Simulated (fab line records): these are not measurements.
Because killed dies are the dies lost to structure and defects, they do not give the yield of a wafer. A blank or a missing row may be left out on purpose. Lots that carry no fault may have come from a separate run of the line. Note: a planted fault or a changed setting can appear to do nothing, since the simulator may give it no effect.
fab line records	flow n5Finfet
record lots=7	wafers=19	lastDay=17
route steps=1938 shown PMOS_HMC_CHANNEL_EPI@84 FIN_SAQP@90 STI_FIN_REVEAL@196 BEOL_M4@1111
lots that met no fault: taken from a fault-free run of the same line
startH: the number of hours between the record's first day and the start of the first shown wafer of the lot	waitH: how many hours have passed since the lot's step before this one	" the same as in the row above	L1.1+2: a single row standing in for several wafers	- value missing, or start not given	* or withheld: withheld	< > ~ a bound
route shown NAME@n: names a module that has steps shown in the file, with the first one's number in the route	usual: mean/standard deviation of fault-free wafers	same: alike in all rows	chamber/n: place in a boat	sites: readings site by site	_std_site: their standard deviation	_edge_site: outer sites' mean less inner sites'	radiusMm: how far each site lies from the wafer's centre	mask NAME#n: copy n	behind: the last tool/chamber to shape the wafer	hold: why the lot was held/for how many hours/how that ended	device: transistor that didn't switch, given as n, p or np	end of line: at the end of the route, the tests of the same wafers	a step without rows: its recipe alone	killed: at the first sort, the dies lost to defects and structure; wafer yield is something else	map: dies across one wafer; x = killed, . = not, _ = none there
set.NAME: the setting as run; set.NAME@STEP: as run at that earlier step	model.NAME: the simulator's own value behind a step, which no gauge read
lots at some steps of the route; a table a step, a row a wafer
services: when a tool's chamber went out of use (startH, in hours from the record's first day, below 0 if earlier), for how many hours, and the reason
## steps
# step N5_PMOS_HMC_CHANNEL_EPI_PRECLEAN_37
# recipe chemistry=O3/DIW	timeS=45	tempC=22	o3Ppm=10
# step N5_PMOS_HMC_CHANNEL_EPI_PRECLEAN_24
# recipe chemistry=DHF	timeS=30	tempC=25	dilution=withheld
# step N5_PMOS_HMC_CHANNEL_EPI_SRD_25
# recipe dry=ipaMarangoni	doPpb=5	timeS=30	tempC=23	rinseLiquid=diw
# step N5_PMOS_HMC_CHANNEL_EPI_EPI_26
# recipe material=Si	targetThkA=38	tempC=650	precursor=SiH4/H2	pressureTorr=20	timeS=22.7
# step N5_PMOS_HMC_CHANNEL_EPI_INSPECT_30
# recipe inspectInstrument=darkfield	mode=postEpi
# usual rawDefectCount=19/6.2
lot.wafer	tool	chamber	startH	waitH	rawDefectCount
L530.3	defectInspect-02	-	32.81	0.0	17
L530.5	"	-	"	"	14
L530.6	"	-	"	"	13
L538.2	defectInspect-02	-	80.90	0.0	13
L538.4	"	-	"	"	12
L538.5	"	-	"	"	10
L544.2	defectInspect-02	-	117.96	0.0	15
L544.4	"	-	"	"	16
L544.6	"	-	"	"	13
L545.3	defectInspect-01	-	123.24	0.0	17
L545.4	"	-	"	"	19
L546.4	defectInspect-02	-	132.08	0.0	18
L546.6	"	-	"	"	9
L549.2	defectInspect-02	-	146.55	0.0	20
L549.3	"	-	"	"	26
L549.5	"	-	"	"	22
L550.1	defectInspect-02	-	153.23	0.0	28
L550.3	"	-	"	"	31
L550.5	"	-	"	"	16
# step N5_FIN_SAQP_PRECLEAN_42
# recipe chemistry=O3/DIW	timeS=60	tempC=22	o3Ppm=10
# step N5_FIN_SAQP_PRECLEAN_00
# recipe chemistry=SC1	timeS=60	tempC=55	mix=1:2:50
# step N5_FIN_SAQP_PRECLEAN_44
# recipe chemistry=SC2	timeS=45	tempC=35	mix=1:1:50
# step N5_FIN_SAQP_SRD_01
# recipe dry=ipaMarangoni	timeS=30	tempC=23	rinseLiquid=diw
# step N5_FIN_SAQP_ALD_61
# recipe material=SiO2	targetThkA=40	tempC=300	aldPrecursorFamily=BDEAS	aldCoReactant=O2-plasma	pulseTimeS=1	purgeTimeS=2	coReactantPurgeTimeS=2	aldCycles=43	pressureTorr=2
# usual heaterPowerW=478/48	precursorPulseHeightRel=1.001/0.019
# same aldCycles=43	pulseTimeS=1
lot.wafer	tool	chamber	startH	waitH	heaterPowerW	precursorPulseHeightRel
L530.3	aldSin-01	1	33.63	0.7	487	1.027
L530.5	"	2	"	"	469	0.995
L530.6	"	3	"	"	446	0.981
L538.2	aldSin-02	1	82.00	1.0	429	1.035
L538.4	"	0	"	"	540	1.031
L538.5	"	3	"	"	525	0.999
L544.2	aldSin-01	3	118.09	0.0	435	0.959
L544.4	"	1	"	"	490	0.967
L544.6	"	1	"	"	488	1.024
L545.3	aldSin-02	1	123.36	0.0	458	0.981
L545.4	"	0	"	"	557	0.951
L546.4	aldSin-01	0	132.27	0.1	539	0.998
L546.6	"	3	"	"	432	1.020
L549.2	aldSin-01	2	146.67	0.0	450	0.990
L549.3	"	0	"	"	566	0.998
L549.5	"	2	"	"	452	0.979
L550.1	aldSin-02	2	153.36	0.0	454	0.995
L550.3	"	1	"	"	435	1.031
L550.5	"	1	"	"	435	1.007
# step N5_FIN_SAQP_DENSIFY_62
# recipe tempC=700	timeS=60	ambient=N2	idleTempC=600	rampUpCPerS=150	rampDownCPerS=60	coolToC=600
# usual lampPowerPct=9.85/0.053	wafer_temp_C_max=703.3/0.63
lot.wafer	tool	chamber	startH	waitH	lampPowerPct	wafer_temp_C_max
L530.3	rtpAnneal-01	0	33.89	0.2	9.85	702.6
L530.5	"	0	"	"	9.80	704.1
L530.6	"	0	"	"	9.76	702.5
L538.2	rtpAnneal-02	0	82.25	0.2	9.81	703.2
L538.4	"	0	"	"	9.81	703.8
L538.5	"	0	"	"	9.80	703.7
L544.2	rtpAnneal-02	0	118.32	0.1	9.77	702.2
L544.4	"	0	"	"	9.88	703.7
L544.6	"	0	"	"	9.80	703.5
L545.3	rtpAnneal-02	0	123.62	0.2	9.92	703.0
L545.4	"	0	"	"	9.98	703.2
L546.4	rtpAnneal-01	0	132.82	0.5	9.87	703.7
L546.6	"	0	"	"	9.90	703.1
L549.2	rtpAnneal-01	0	146.96	0.2	9.79	704.4
L549.3	"	0	"	"	9.87	704.1
L549.5	"	0	"	"	9.86	703.3
L550.1	rtpAnneal-01	0	153.62	0.2	9.92	702.9
L550.3	"	0	"	"	9.84	703.1
L550.5	"	0	"	"	9.81	703.3
# step N5_FIN_SAQP_HM_DEP_03
# recipe material=SiNx	targetThkA=380	tempC=400	precursor=SiH4/NH3/N2	pressureTorr=1.5	rfW=300	timeS=33.6
# usual heaterPowerW=771/99	showerheadPlenumPTorr=5.17/0.05	throttleValvePct=39.7/1.8
lot.wafer	tool	chamber	startH	waitH	heaterPowerW	showerheadPlenumPTorr	throttleValvePct	model.SiNx_of_FIN_SAQP_HM_DEP_03.thkNm
L530.3	pecvd-02	1	34.05	0.1	855	5.17	42.9	37.04
L530.5	"	1	"	"	869	5.16	42.8	38.01
L530.6	"	2	"	"	914	5.10	41.8	38.41
L538.2	pecvd-01	2	82.45	0.2	813	5.22	38.0	37.79
L538.4	"	2	"	"	827	5.22	38.0	38.27
L538.5	"	2	"	"	844	5.22	38.1	37.85
L544.2	pecvd-01	0	118.50	0.2	728	5.18	38.9	38.01
L544.4	"	2	"	"	719	5.22	37.9	26.42
L544.6	"	1	"	"	761	5.22	40.2	38.53
L545.3	pecvd-01	0	123.78	0.1	746	5.19	38.9	37.79
L545.4	"	0	"	"	726	5.18	38.8	25.67
L546.4	pecvd-01	1	132.98	0.1	644	5.21	39.6	25.94
L546.6	"	2	"	"	802	5.23	38.4	38.29
L549.2	pecvd-04	0	147.16	0.2	700	5.23	38.6	37.65
L549.3	"	2	"	"	621	5.13	36.8	38.41
L549.5	"	0	"	"	705	5.22	38.1	38.52
L550.1	pecvd-02	2	153.84	0.2	894	5.08	41.7	37.47
L550.3	"	0	"	"	711	5.08	41.9	37.75
L550.5	"	2	"	"	931	5.08	41.8	38.04
# step N5_FIN_SAQP_THK_MEAS_05
# usual thkNm=37.9/0.45
lot.wafer	tool	chamber	startH	waitH	thkNm
L530.3	filmMetro-01	-	34.14	0.1	37.0
L530.5	"	-	"	"	38.0
L530.6	"	-	"	"	38.4
L538.2	filmMetro-02	-	82.57	0.1	37.8
L538.4	"	-	"	"	38.3
L538.5	"	-	"	"	37.9
L544.2	filmMetro-01	-	118.59	0.1	38.0
L544.4	"	-	"	"	26.4
L544.6	"	-	"	"	38.5
L545.3	filmMetro-02	-	123.87	0.1	37.8
L545.4	"	-	"	"	25.7
L546.4	filmMetro-01	-	133.04	0.0	26.0
L546.6	"	-	"	"	38.2
L549.2	filmMetro-01	-	147.24	0.1	37.7
L549.3	"	-	"	"	38.5
L549.5	"	-	"	"	38.5
L550.1	filmMetro-02	-	153.94	0.1	37.4
L550.3	"	-	"	"	37.7
L550.5	"	-	"	"	38.1
# step N5_FIN_SAQP_PECVD_47
# recipe material=a-Si	targetThkA=450	tempC=400	precursor=SiH4/He	pressureTorr=3	rfW=100	timeS=36.3
# step N5_FIN_SAQP_PECVD_48
# recipe material=SiNx	targetThkA=250	tempC=400	precursor=SiH4/NH3/N2	pressureTorr=1.5	rfW=300	timeS=22.1
# usual heaterPowerW=773/120	showerheadPlenumPTorr=5.15/0.048	throttleValvePct=39.9/2.3
lot.wafer	tool	chamber	startH	waitH	heaterPowerW	showerheadPlenumPTorr	throttleValvePct
L530.3	pecvd-04	1	34.21	0.0	977	5.15	41.4
L530.5	"	2	"	"	617	5.13	35.9
L530.6	"	0	"	"	668	5.21	38.1
L538.2	pecvd-04	0	82.65	0.0	684	5.19	37.8
L538.4	"	1	"	"	886	5.17	41.4
L538.5	"	2	"	"	641	5.14	36.3
L544.2	pecvd-04	1	118.67	0.0	925	5.17	41.2
L544.4	"	2	"	"	574	5.14	36.9
L544.6	"	0	"	"	720	5.23	38.0
L545.3	pecvd-04	2	123.94	0.0	671	5.13	36.6
L545.4	"	1	"	"	916	5.18	41.4
L546.4	pecvd-04	0	133.13	0.0	656	5.21	38.4
L546.6	"	1	"	"	977	5.16	41.5
L549.2	pecvd-02	1	147.32	0.0	843	5.17	42.6
L549.3	"	2	"	"	960	5.08	41.8
L549.5	"	1	"	"	870	5.16	42.7
L550.1	pecvd-02	0	154.02	0.0	725	5.10	41.8
L550.3	"	2	"	"	954	5.10	41.7
L550.5	"	2	"	"	942	5.10	41.7
# step N5_FIN_SAQP_PECVD_06
# recipe material=a-Si	targetThkA=600	tempC=400	precursor=SiH4/He	pressureTorr=3	rfW=100	timeS=48.1
# step N5_FIN_SAQP_THK_MEAS_07
# usual thkNm=59.6/0.66
lot.wafer	tool	chamber	startH	waitH	thkNm
L530.3	filmMetro-02	-	34.34	0.1	59.2
L530.5	"	-	"	"	60.5
L530.6	"	-	"	"	60.9
L538.2	filmMetro-01	-	82.77	0.1	59.0
L538.4	"	-	"	"	59.5
L538.5	"	-	"	"	60.6
L544.2	filmMetro-02	-	118.80	0.1	58.9
L544.4	"	-	"	"	59.8
L544.6	"	-	"	"	60.0
L545.3	filmMetro-01	-	124.07	0.1	60.0
L545.4	"	-	"	"	60.8
L546.4	filmMetro-02	-	133.25	0.0	60.7
L546.6	"	-	"	"	60.0
L549.2	filmMetro-01	-	147.45	0.1	58.8
L549.3	"	-	"	"	59.7
L549.5	"	-	"	"	60.1
L550.1	filmMetro-02	-	154.15	0.1	59.7
L550.3	"	-	"	"	59.9
L550.5	"	-	"	"	60.5
# step N5_FIN_SAQP_HM_DEP_72
# recipe material=SiO2	targetThkA=120	tempC=400	precursor=SiH4/N2O	pressureTorr=0.75	rfW=275	timeS=7.2
# usual heaterPowerW=795/110	showerheadPlenumPTorr=8.18/0.1
lot.wafer	tool	chamber	startH	waitH	heaterPowerW	showerheadPlenumPTorr
L530.3	pecvd-02	1	34.38	0.0	806	8.19
L530.5	"	0	"	"	762	8.04
L530.6	"	1	"	"	806	8.19
L538.2	pecvd-02	1	82.81	0.0	866	8.16
L538.4	"	1	"	"	858	8.18
L538.5	"	0	"	"	793	8.04
L544.2	pecvd-01	0	118.84	0.0	709	8.27
L544.4	"	2	"	"	845	8.31
L544.6	"	0	"	"	740	8.24
L545.3	pecvd-02	2	124.11	0.0	965	8.02
L545.4	"	0	"	"	775	8.06
L546.4	pecvd-02	0	133.30	0.1	782	8.03
L546.6	"	2	"	"	992	8.06
L549.2	pecvd-04	0	147.49	0.0	756	8.29
L549.3	"	1	"	"	961	8.17
L549.5	"	2	"	"	629	8.10
L550.1	pecvd-01	1	154.18	0.0	703	8.29
L550.3	"	2	"	"	725	8.32
L550.5	"	0	"	"	726	8.26
# step N5_FIN_SAQP_COAT_49
# recipe resist=SOC	tempC=250	timeS=60	spinRpm=1500	resistThkNm=100
# step N5_FIN_SAQP_COAT_50
# recipe resist=SiARC	tempC=220	timeS=60	spinRpm=1500	resistThkNm=35
# step N5_FIN_SAQP_COAT_10
# recipe resist=CAR-ArF	spinRpm=1500	resistThkNm=90
# step N5_FIN_SAQP_EBR_12
# recipe solvent=PGMEA	ebrWidthMm=1.5
# step N5_FIN_SAQP_SOFTBAKE_11
# recipe tempC=110	timeS=60	resist=CAR-ArF
# step N5_FIN_SAQP_EXPOSE_13
# recipe maskId=FIN_CORE	na=1.35	sourceShape=dipole	sigmaInner=0.538	sigmaOuter=0.738	polarization=te	targetCdNm=35.6	doseMj=63.25
# step N5_FIN_SAQP_PEB_14
# recipe pebTempC=withheld	pebTimeS=60	resist=CAR-ArF
# step N5_FIN_SAQP_DEVELOP_15
# recipe developTimeS=30	developer=TMAH	resist=CAR-ArF	devTempC=23	rinseLiquid=diw	dry=airSpin
# step N5_FIN_SAQP_CD_MEAS_16
# recipe targetCdNm=35.6	landingEnergyEv=500	detector=seInlens
# usual cdNm=35.62/0.27
lot.wafer	tool	chamber	startH	waitH	cdNm
L530.3	cdSem-02	0	34.83	-	35.22
L530.5	"	0	"	"	35.73
L530.6	"	0	"	"	35.57
L538.2	cdSem-03	0	83.26	-	35.86
L538.4	"	0	"	"	35.62
L538.5	"	0	"	"	35.40
L544.2	cdSem-02	0	119.28	-	35.87
L544.4	"	0	"	"	36.03
L544.6	"	0	"	"	36.07
L545.3	cdSem-02	0	124.44	-	35.58
L545.4	"	0	"	"	35.14
L546.4	cdSem-02	0	133.74	-	35.83
L546.6	"	0	"	"	36.15
L549.2	cdSem-02	0	147.94	-	35.85
L549.3	"	0	"	"	35.36
L549.5	"	0	"	"	35.70
L550.1	cdSem-02	0	154.63	-	35.35
L550.3	"	0	"	"	35.08
L550.5	"	0	"	"	35.75
# step N5_FIN_SAQP_OVL_MEAS_17
# recipe pointsPerWafer=44
# usual FIN_CORE_OVL=0.0/0.91
lot.wafer	tool	chamber	startH	waitH	FIN_CORE_OVL[nm]
L530.3	overlay-02	0	34.87	0.0	-1.5
L530.5	"	0	"	"	-1.4
L530.6	"	0	"	"	-2.1
L538.2	overlay-02	0	83.30	0.0	1.2
L538.4	"	0	"	"	1.2
L538.5	"	0	"	"	0.2
L544.2	overlay-02	0	119.32	0.0	-0.1
L544.4	"	0	"	"	0.0
L544.6	"	0	"	"	-0.5
L545.3	overlay-01	0	124.47	0.0	-0.3
L545.4	"	0	"	"	0.9
L546.4	overlay-02	0	133.77	0.0	-1.5
L546.6	"	0	"	"	-0.5
L549.2	overlay-02	0	147.97	0.0	-0.4
L549.3	"	0	"	"	1.3
L549.5	"	0	"	"	0.3
L550.1	overlay-01	0	154.67	0.0	-0.5
L550.3	"	0	"	"	0.0
L550.5	"	0	"	"	-0.4
# step N5_FIN_SAQP_INSPECT_18
# recipe mode=adi	inspectInstrument=brightfield
# usual rawDefectCount=427/120
lot.wafer	tool	chamber	startH	waitH	rawDefectCount
L530.3	defectInspect-02	-	34.89	0.0	355
L530.5	"	-	"	"	370
L530.6	"	-	"	"	322
L538.2	defectInspect-02	-	83.32	0.0	414
L538.4	"	-	"	"	490
L538.5	"	-	"	"	715
L544.2	defectInspect-02	-	119.35	0.0	319
L544.4	"	-	"	"	328
L544.6	"	-	"	"	516
L545.3	defectInspect-02	-	124.49	0.0	275
L545.4	"	-	"	"	239
L546.4	defectInspect-02	-	133.79	0.0	450
L546.6	"	-	"	"	414
L549.2	defectInspect-01	-	148.00	0.0	309
L549.3	"	-	"	"	318
L549.5	"	-	"	"	435
L550.1	defectInspect-02	-	154.69	0.0	423
L550.3	"	-	"	"	334
L550.5	"	-	"	"	403
# step N5_FIN_SAQP_DESCUM_21
# recipe chemistry=O2	timeS=7.9	sourcePowerW=50	biasPowerW=20	pressureMtorr=20	rfFrequencyHz=2.712e+07	tempC=40	resist=CAR-ArF	o2FlowSccm=225
# step N5_FIN_SAQP_ETCH_51
# recipe chemistry=CF4	target=SiARC	targetDepthA=455	maskMaterial=CAR-ArF	timeS=75.8	ionEnergyEv=80	pressureMtorr=40	sourceW=545	biasW=36	Ar_flow_sccm=100	cf4FlowSccm=100	ends=cleared
# step N5_FIN_SAQP_ETCH_52
# recipe chemistry=N2/H2	target=SOC	targetDepthA=1000	overetchA=200	maskMaterial=SiARC	tempC=40	timeS=150	ionEnergyEv=200	pressureMtorr=30	sourceW=840	biasW=150	n2FlowSccm=200	h2FlowSccm=200	ends=endPoint
# step N5_FIN_SAQP_STRIP_53
# recipe chemistry=N2/H2	tempC=40	n2FlowSccm=200	h2FlowSccm=200	rfFrequencyHz=6e+07
# step N5_FIN_SAQP_HM_OPEN_73
# recipe chemistry=CHF3/O2	target=SiO2	stopOn=a-Si	targetDepthA=120	overEtchFrac=1.8	maskMaterial=SOC	timeS=16.8	pressureMtorr=30	sourceW=650	biasW=170	Ar_flow_sccm=200	CHF3_flow_sccm=50	O2_flow_sccm=5	ionEnergyEv=200	ends=endPoint
# step N5_FIN_SAQP_STRIP_74
# recipe chemistry=CHF3/O2	resist=SiARC	rfFrequencyHz=6e+07
# step N5_FIN_SAQP_MANDREL_ETCH_22
# recipe targetDepthA=600	chemistry=HBr/Cl2	target=a-Si	stopOn=SiNx	btTimeS=10	overEtchFrac=0.5	timeS=30	pressureMtorr=10	icpW=800	biasW=75	HBr_flow_sccm=150	Cl2_flow_sccm=80	ends=endPoint
# step N5_FIN_SAQP_STRIP_55
# recipe chemistry=N2/H2	powerW=500	tempC=40	pressureMtorr=50	rfFrequencyHz=6e+07	overashFraction=0.3	biasPowerW=28	h2Frac=0.5	n2FlowSccm=300	h2FlowSccm=300
# usual drypumpMotorCurrentA=5.6/0.52	h2FlowSccm=300.1/0.86	oesProductAu=0.76/0.084	rfVppV=122.1/1.5	showerheadPlenumPTorr=3.38/0.092	throttleValvePct=18.94/0.28
# same overashFraction=0.3
lot.wafer	tool	chamber	startH	waitH	drypumpMotorCurrentA	h2FlowSccm	oesProductAu	rfHoursCounterH	rfVppV	showerheadPlenumPTorr	throttleValvePct
L530.3	rieDiel-01	2	35.31	0.1	5.5	300.2	0.77	117	120.0	3.38	18.83
L530.5	"	1	"	"	4.8	302.1	0.70	-	122.9	3.32	19.03
L530.6	"	0	"	"	5.3	300.3	0.71	-	123.7	3.48	19.43
L538.2	rieDiel-04	3	83.74	0.1	5.6	299.7	0.77	151	118.4	3.22	18.69
L538.4	"	0	"	"	5.6	300.1	0.73	204	119.9	3.34	19.28
L538.5	"	2	"	"	6.5	299.6	0.69	-	121.3	3.19	19.38
L544.2	rieDiel-01	0	119.76	0.1	5.4	301.0	0.69	246	123.9	3.46	19.46
L544.4	"	2	"	"	5.5	300.1	0.76	-	124.1	3.36	18.84
L544.6	"	0	"	"	5.4	299.4	0.69	-	121.8	3.46	19.48
L545.3	rieDiel-04	3	124.91	0.1	5.7	300.2	0.76	167	120.6	3.21	18.73
L545.4	"	2	"	"	6.5	300.2	0.69	246	123.1	3.18	19.44
L546.4	rieDiel-04	1	134.26	0.1	5.6	298.8	0.72	197	120.7	3.34	19.37
L546.6	"	0	"	"	5.6	299.6	0.71	-	122.6	3.33	19.34
L549.2	rieDiel-06	0	148.65	0.1	5.6	300.5	0.77	129	121.2	3.51	18.93
L549.3	"	2	"	"	5.4	300.1	0.70	250	125.0	3.31	18.91
L549.5	"	2	"	"	5.4	301.2	0.70	-	121.5	3.31	18.92
L550.1	rieDiel-04	0	155.46	0.1	5.6	299.6	0.69	233	119.5	3.32	19.36
L550.3	"	1	"	"	5.6	298.8	0.69	206	120.7	3.33	19.39
L550.5	"	1	"	"	5.6	298.2	0.69	-	121.6	3.33	19.37
# step N5_FIN_SAQP_STRIP_23
# recipe chemistry=SPM	timeS=750	tempC=130	h2so4H2o2VolRatio=4
# step N5_FIN_SAQP_SRD_66
# recipe dry=ipaMarangoni	timeS=30	tempC=23	rinseLiquid=diw
# step N5_FIN_SAQP_RECESS_75
# recipe chemistry=HF/NH3	target=SiO2	targetDepthA=144	afsCycles=3	tempC=30	sublimationTempC=180	sublimationTimeS=60
# step N5_FIN_SAQP_SPACER1_ALD_24
# recipe material=SiO2	targetThkA=203	tempC=300	aldPrecursorFamily=BDEAS	aldCoReactant=O2-plasma	pulseTimeS=1	purgeTimeS=2	coReactantPurgeTimeS=2	aldCycles=218	pressureTorr=2
# step N5_FIN_SAQP_HM_OPEN_33
# recipe chemistry=CH3F/O2	target=SiNx	maskMaterial=SiO2	targetDepthA=494	timeS=70.6	pressureMtorr=30	sourceW=395	biasW=73	Ar_flow_sccm=150	CH3F_flow_sccm=30	O2_flow_sccm=20	ionEnergyEv=120	ends=cleared
# usual drypumpMotorCurrentA=5.6/0.46	etchRfOnTimeS=69.3/1.3	oes_f_703_au=0.77/0.079	oesProductAu=0.65/0.072	rfVppV=295.4/2.2	showerheadPlenumPTorr=2.00/0.056	throttleValvePct=16.40/0.26
lot.wafer	tool	chamber	startH	waitH	drypumpMotorCurrentA	etchRfOnTimeS	oes_f_703_au	oesProductAu	rfHoursCounterH	rfVppV	showerheadPlenumPTorr	throttleValvePct	model.etch.depthNm
L530.3	rieDiel-01	2	42.06	0.0	5.5	67.8	0.77	0.66	119	297.5	2.02	16.18	36.41
L530.5	"	0	"	"	5.3	70.5	0.71	0.60	-	297.6	2.07	16.84	37.37
L530.6	"	2	"	"	5.5	70.2	0.77	0.65	-	297.4	2.02	16.17	37.78
L538.2	rieDiel-06	1	87.42	0.1	5.3	69.1	0.73	0.61	197	290.4	1.98	16.39	37.16
L538.4	"	2	"	"	5.4	69.9	0.72	0.61	228	293.6	1.98	16.60	37.63
L538.5	"	0	"	"	5.5	69.4	0.79	0.67	-	298.4	2.09	16.41	37.22
L544.2	rieDiel-01	2	123.67	0.2	5.5	69.9	0.74	0.63	153	297.6	2.01	16.23	37.38
L544.4	"	0	"	"	5.3	49.4	0.70	0.58	249	297.1	2.06	16.92	25.79
L544.6	"	2	"	"	5.5	70.5	0.74	0.63	-	297.6	2.01	16.23	37.89
L545.3	rieDiel-01	1	128.62	0.0	4.8	66.9	0.98	0.86	2	293.6	1.97	15.97	37.15
L545.4	"	2	"	"	5.5	46.5	0.75	0.63	-	296.5	2.01	16.24	25.04
L546.4	rieDiel-04	0	138.11	0.1	5.6	47.0	0.72	0.59	-	294.3	1.99	16.80	25.17
L546.6	"	3	"	"	5.6	69.0	0.76	0.65	-	295.8	1.91	16.12	37.66
L549.2	rieDiel-06	1	152.96	0.1	5.3	69.3	0.72	0.59	219	292.6	1.98	16.43	37.02
L549.3	"	3	"	"	6.8	70.2	0.76	0.65	161	294.8	2.08	16.41	37.76
L549.5	"	1	"	"	5.3	71.1	0.72	0.59	-	290.5	1.98	16.42	37.89
L550.1	rieDiel-01	1	158.78	0.1	4.9	66.5	0.92	0.80	16	291.4	1.96	16.00	36.85
L550.3	"	2	"	"	5.5	68.6	0.73	0.62	169	298.8	2.00	16.27	37.12
L550.5	"	2	"	"	5.5	69.1	0.74	0.63	-	297.3	2.00	16.27	37.4
# step N5_STI_FIN_REVEAL_RECESS_09
# recipe chemistry=HF/NH3	target=SiO2	afsCycles=11	targetDepthA=425	tempC=30	sublimationTempC=180	sublimationTimeS=60
# usual drypumpMotorCurrentA=5.7/0.33
lot.wafer	tool	chamber	startH	waitH	drypumpMotorCurrentA	model.SiNx_of_FIN_SAQP_HM_DEP_03.thkNm
L530.3	vaporEtch-01	0	50.51	0.6	6.4	17.4
L530.5	"	1	"	"	5.7	18.4
L530.6	"	0	"	"	6.4	18.8
L538.2	vaporEtch-01	1	95.77	0.0	5.6	18.2
L538.4	"	0	"	"	6.4	18.6
L538.5	"	1	"	"	5.7	18.2
L544.2	vaporEtch-02	1	132.08	0.0	5.4	17.8
L544.4	"	0	"	"	5.6	6.4
L544.6	"	0	"	"	5.6	18.4
L545.3	vaporEtch-02	0	137.18	0.6	5.6	18.2
L545.4	"	1	"	"	5.4	6
L546.4	vaporEtch-02	0	146.58	0.6	5.6	6.2
L546.6	"	1	"	"	5.4	18.6
L549.2	vaporEtch-02	1	161.57	0.0	5.4	18
L549.3	"	0	"	"	5.6	18.8
L549.5	"	1	"	"	5.4	18.8
L550.1	vaporEtch-02	0	167.59	0.0	5.6	18
L550.3	"	1	"	"	5.4	18.2
L550.5	"	1	"	"	5.4	18.4
# step N5_BEOL_M4_RC_MEAS_101
# usual DIBL_N=36.4/1.5	DIBL_P=36.6/1.9	IOFF_N=0.155/0.021	IOFF_P=0.211/0.028	ION_N=671/8.6	ION_P=462/5.8	SS_N=71.5/0.5	SS_P=73.4/0.58	VT_N=250.1/2.4	VT_P=-250.1/3
lot.wafer	tool	chamber	startH	waitH	DIBL_N[mV/V]	DIBL_P[mV/V]	IOFF_N[nA/um]	IOFF_P[nA/um]	ION_N[uA/um]	ION_P[uA/um]	SS_N[mV/dec]	SS_P[mV/dec]	VT_N[mV]	VT_P[mV]
L530.3	prober-01	0	179.06	0.3	35.9	36.5	0.143	0.221	666	461	70.9	73.6	250.6	-248.7
L530.5	"	0	"	"	34.2	35.0	0.128	0.202	666	466	70.9	73.0	251.3	-247.3
L530.6	"	0	"	"	35.9	36.7	0.141	0.229	668	465	71.8	73.9	249.9	-247.0
L538.2	prober-02	0	230.85	0.2	33.8	35.9	0.128	0.204	662	470	71.2	72.7	252.9	-250.4
L538.4	"	0	"	"	33.3	35.1	0.130	0.204	665	459	71.6	72.4	253.2	-249.0
L538.5	"	0	"	"	32.6	33.9	0.117	0.194	662	463	70.7	72.2	255.6	-251.4
L545.3	prober-01	0	268.98	0.3	39.6	40.0	0.206	0.262	677	464	72.4	73.9	245.3	-248.5
L545.4	"	0	"	"	40.3	40.6	0.234	0.287	680	468	72.4	74.1	244.6	-247.0
L544.2	prober-01	0	273.91	0.2	37.2	36.7	0.153	0.222	671	460	72.1	73.7	250.6	-249.2
L544.4	"	0	"	"	36.6	36.2	0.139	0.217	663	460	71.5	73.0	252.8	-248.6
L544.6	"	0	"	"	38.0	37.9	0.162	0.244	662	460	72.1	73.5	250.1	-247.3
L546.4	prober-02	0	278.42	0.5	37.9	41.0	0.217	0.277	687	471	71.7	73.8	246.5	-247.2
L546.6	"	0	"	"	35.2	37.0	0.158	0.206	676	462	71.6	73.3	249.0	-249.4
L550.1	prober-01	0	297.26	0.0	35.2	35.6	0.151	0.193	671	461	72.0	72.9	250.0	-251.9
L550.3	"	0	"	"	34.2	34.3	0.145	0.181	672	460	71.6	72.7	252.7	-252.8
L550.5	"	0	"	"	33.5	33.9	0.131	0.171	664	457	71.2	72.7	252.5	-252.1
L549.2	prober-01	0	303.97	0.2	38.0	39.2	0.164	0.232	663	458	72.0	74.1	253.2	-247.9
L549.3	"	0	"	"	38.0	39.1	0.172	0.229	680	469	71.4	73.5	248.9	-248.7
L549.5	"	0	"	"	39.2	40.8	0.197	0.266	677	465	71.9	74.4	247.6	-245.2
## services
tool	chamber	startH	hours	kind
pecvd-01	-	13.27	0.9	repair
rieDiel-01	3	29.60	32.2	repair
aldSin-02	-	34.89	6.1	pm
aldSin-01	-	46.61	14.6	pm
pecvd-02	1	51.89	2.1	scheduledDown
rieDiel-04	1	57.67	9.6	repair
pecvd-02	-	64.73	0.8	repair
aldSin-01	-	76.81	6.0	pm
rieDiel-01	3	80.03	-	clean
rieDiel-01	3	80.03	-	consumableReplace:focusRing
rieDiel-01	3	80.03	17.7	scheduledDown
rieDiel-01	3	80.03	17.7	ventCycle
aldSin-01	-	86.21	14.0	pm
rieDiel-01	1	86.89	2.2	repair
pecvd-04	1	93.22	5.5	scheduledDown
rieDiel-06	3	95.74	5.3	repair
rieDiel-06	1	102.17	2.4	repair
rieDiel-01	-	104.58	0.5	repair
rieDiel-01	1	107.44	-	clean
rieDiel-01	1	107.44	-	consumableReplace:focusRing
rieDiel-01	1	107.44	16.2	scheduledDown
pecvd-02	0	108.97	2.1	scheduledDown
rieDiel-06	0	118.56	6.0	repair
pecvd-04	-	158.95	1.4	repair
## key
firstSign step=N5_FIN_SAQP_THK_MEAS_05	reading=thkNm	direction=down	sigmas=26	usual=*	struck=*
effect step=N5_FIN_SAQP_HM_OPEN_33	reading=etchRfOnTimeS	direction=down	sigmas=17	usual=*	struck=*
modelEffect step=N5_FIN_SAQP_HM_DEP_03	value=SiNx_of_FIN_SAQP_HM_DEP_03.thkNm	without=38.28	struck=26.01
modelEffect step=N5_FIN_SAQP_HM_OPEN_33	value=etch.depthNm	without=37.61	struck=25.34
modelEffect step=N5_STI_FIN_REVEAL_RECESS_09	value=SiNx_of_FIN_SAQP_HM_DEP_03.thkNm	without=18.47	struck=6.2
metAt N5_FIN_SAQP_HM_DEP_03
struckWafers L544.4,L545.4,L546.4
sortLeftOut L544.4,L545.4,L546.4
onsetBetween 82.45 118.50
fault kind=processParameterDrift	tool=pecvd-01	chamber=-	onsetH=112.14	steps=N5_FIN_SAQP_HM_DEP_03	channel=timeS	offset=*	shape=step	endH=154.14	scope=struckWafersOnly	actsIn=*	stated=*
# sortLeftOut: the simulated sort isn't trusted on such a fault, so these wafers' sort isn't shown, and their yield isn't known
